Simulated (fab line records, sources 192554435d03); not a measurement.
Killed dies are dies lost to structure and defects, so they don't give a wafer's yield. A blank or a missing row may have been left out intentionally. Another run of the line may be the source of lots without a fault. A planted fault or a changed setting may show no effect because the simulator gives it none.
Code-filled problem report in 8D (eight disciplines) form / flow n5-finfet / the parts of the form that need people (team, actions taken, sign-off) are left out
Where a reading is given only as a bound, like >300, the bound stands for it, and a mean or a difference that rests on one is marked > or <: the true number lies beyond.

== 1. THE PROBLEM ==
raw-defect-count at N5_BEOL_M12_INSPECT_30 reads a mean of >300 on 6 wafers of 2 lots; wafers without a fault read 2.1 with a standard deviation of 1.4. So: +99 or more standard deviations from the usual mean.
The step: inspects for defects (macro).
First observed at day 14 11:59: wafer L690.1, on defect-inspect-01. At this step, 30 wafers from 10 lots have a number in the record. Rule for "out", or "out of limits": more than 4 standard deviations from the usual mean. The other wafers with a number count as sound.

== 2. WHAT IT IS AND WHAT IT IS NOT ==
question=which readings at this step | is=raw-defect-count | is not=-
question=which lots | is=L687, L690 | is not=L675, L680, L685, L688, L689, L691, L697, L698
question=which wafers of those lots | is=all that have a number | is not=-
question=read on which gauges | is=defect-inspect-01 | is not=defect-inspect-02
question=when | is=from day 14 11:59 | is not=up to then (15 sound wafers); but 9 sound wafers of L691, L697, L698 came after

== 3. WHAT RULES OUT EACH SUSPECT ==
Counting: a tool at a process step up to the reading stays a suspect if it ran every lot that is out and no sound lot after the first of them.
- the gauge at N5_BEOL_M12_INSPECT_30: ruled out. All the wafers that are out were read on defect-inspect-01, but those of them that N5_PASSIVATION_PROBE_49 has rows for are out there too, on other tools.
- rie-diel-05 at N5_BEOL_M12_VIA_ETCH_16 (etches SiOC in C4F8/O2/Ar, target depth 724.8 nm): kept. It ran every lot that is out, first L690 (day 14 11:11), and no sound lot after that; its last sound lot up to then is L689 (day 14 02:47).
Remaining after the count: rie-diel-05 at N5_BEOL_M12_VIA_ETCH_16.

== 4. THE CAUSE (what the simulator had put in) ==
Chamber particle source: rie-diel-05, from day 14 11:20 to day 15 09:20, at N5_BEOL_M12_VIA_ETCH_16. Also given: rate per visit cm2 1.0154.
The count eliminated every tool but this one.

== 5. SEQUENCE OF EFFECTS, ordered by route ==
Each row: a reading whose mean over the struck wafers that have a number lies more than 3 standard deviations from the usual. Only readings for which the record gives a usual standard deviation are gone through. hours: the time from each lot's start at the first step in this table that gives one to its start at this step, as a median over the lots. sigmas: the change in usual standard deviations.
hours=0; step=N5_BEOL_M12_INSPECT_30; reading=raw-defect-count; usual=2.1; on struck wafers=>300; change=>+298; sigmas=+99 or more
hours=39; step=N5_PASSIVATION_PROBE_49; reading=defect-limited-yield; usual=91.0 %; on struck wafers=82.5; change=-8.5; sigmas=-5.6
hours=39; step=N5_PASSIVATION_PROBE_49; reading=killed_at_M4_up; usual=14; on struck wafers=132; change=+118; sigmas=+21
hours=39; step=N5_PASSIVATION_PROBE_49; reading=killed-dies; usual=106; on struck wafers=206; change=+100; sigmas=+5.6
hours=39; step=N5_PASSIVATION_PROBE_49; reading=sort_bin_5_function; usual=5.3 %; on struck wafers=11.1; change=+5.8; sigmas=+5.8
hours=39; step=N5_PASSIVATION_PROBE_49; reading=sort-n-pass; usual=1074; on struck wafers=974; change=-100; sigmas=-5.6
hours=39; step=N5_PASSIVATION_PROBE_49; reading=sort-yield-pct; usual=91.0 %; on struck wafers=82.5; change=-8.5; sigmas=-5.6
It contains these process steps:
- N5_PASSIVATION_PROBE_49

== 6. WHAT WOULD HAVE CAUGHT IT SOONER ==
In this record the first reading out of limits at a measuring or inspecting step was taken at day 14 11:59, 1 hour after the fault began at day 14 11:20.
No tool reading at N5_BEOL_M12_VIA_ETCH_16 that has a usual standard deviation in the record was out on any struck wafer, so an alarm limit of 4 standard deviations on those readings would not have fired.
By day 14 11:59, every lot that is out (2) had started N5_BEOL_M12_VIA_ETCH_16 on rie-diel-05. Tool hold at that time: it would have spared none of them.
